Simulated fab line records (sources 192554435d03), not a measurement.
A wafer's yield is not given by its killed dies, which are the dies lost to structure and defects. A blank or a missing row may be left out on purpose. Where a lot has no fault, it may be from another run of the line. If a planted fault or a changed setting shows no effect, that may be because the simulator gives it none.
Matching of chambers | flow n5_finfet | rie_diel-01 running N5_BEOL_M6_VIA_ETCH_34: 4 sister chambers
The step etches SiCOH lowk in C4F6/O2, target depth 126.3 nm, time 50.9 s. 18 wafers are shown with their chamber, then 9 later ones without.

== EACH WAFER AND ITS CHAMBER ==
wafer  | chamber | drypump_motor_current_A (A) | showerhead_plenum_p_Torr (Torr) | throttle_valve_pct (%)
L076.1 | 0       | 5.5                         | 2.89                            | 20.54
L076.3 | 3       | 6.0                         | 2.85                            | 20.87
L076.4 | 1       | 6.0                         | 3.02                            | 20.49
L080.1 | 0       | 5.5                         | 2.89                            | 20.55
L080.2 | 3       | 6.0                         | 2.85                            | 20.90
L080.6 | 0       | 5.5                         | 2.89                            | 20.56
L081.1 | 3       | 6.0                         | 2.85                            | 20.89
L081.3 | 1       | 5.9                         | 3.02                            | 20.51
L081.4 | 2       | 5.1                         | 2.91                            | 20.76
L082.2 | 0       | 5.5                         | 2.89                            | 20.56
L082.3 | 1       | 5.9                         | 3.02                            | 20.53
L082.4 | 3       | 6.0                         | 2.84                            | 20.91
L084.3 | 1       | 5.9                         | 3.01                            | 20.52
L084.5 | 0       | 5.4                         | 2.88                            | 20.57
L084.6 | 1       | 5.9                         | 3.01                            | 20.53
L087.1 | 1       | 5.9                         | 3.01                            | 20.51
L087.3 | 0       | 5.5                         | 2.88                            | 20.58
L087.6 | 0       | 5.5                         | 2.88                            | 20.58

SIGNATURES (averages over the wafers above)
reading                  | chamber 0 | chamber 1 | chamber 2 | chamber 3 | scatter within a chamber
drypump_motor_current_A  | 5.486     | 5.917     | 5.100     | 6.000     | 0.0347
showerhead_plenum_p_Torr | 2.8857    | 3.0150    | 2.9100    | 2.8475    | 0.00532
throttle_valve_pct       | 20.5629   | 20.5150   | 20.7600   | 20.8925   | 0.0155
Rule: a wafer's distance from a chamber is the root of the sum, over the readings, of the square of ((its reading less the chamber's mean) divided by the reading's scatter). The wafer belongs to the nearest chamber; if the next one is less than 2 further off, it can't be placed. The scatter: the root of (the sum of the squares of (reading less its chamber's mean) over the shown wafers, divided by (wafers less chambers)).

== WAFERS WITH NO CHAMBER GIVEN ==
wafer  | drypump_motor_current_A (A) | showerhead_plenum_p_Torr (Torr) | throttle_valve_pct (%)
L088.2 | 6.0                         | 3.01                            | 20.53
L088.4 | 5.5                         | 2.88                            | 20.60
L088.6 | 5.9                         | 3.01                            | 20.52
L086.1 | 5.2                         | 2.90                            | 20.80
L086.4 | 6.0                         | 2.84                            | 20.92
L086.5 | 6.0                         | 2.84                            | 20.91
L093.2 | 5.2                         | 2.90                            | 20.81
L093.4 | 5.5                         | 2.87                            | 20.61
L093.5 | 5.2                         | 2.90                            | 20.80

== THE CHAMBER EACH PASSED THROUGH ==
wafer  | from the rows above | in truth
L088.2 | 1                   | 1
L088.4 | 0                   | 0
L088.6 | 1                   | 1
L086.1 | 2                   | 2
L086.4 | 3                   | 3
L086.5 | 3                   | 3
L093.2 | 2                   | 2
L093.4 | 0                   | 0
L093.5 | 2                   | 2
Correct placement for 9 of the 9. Not placeable from these rows: 0. 0 placed wrongly.
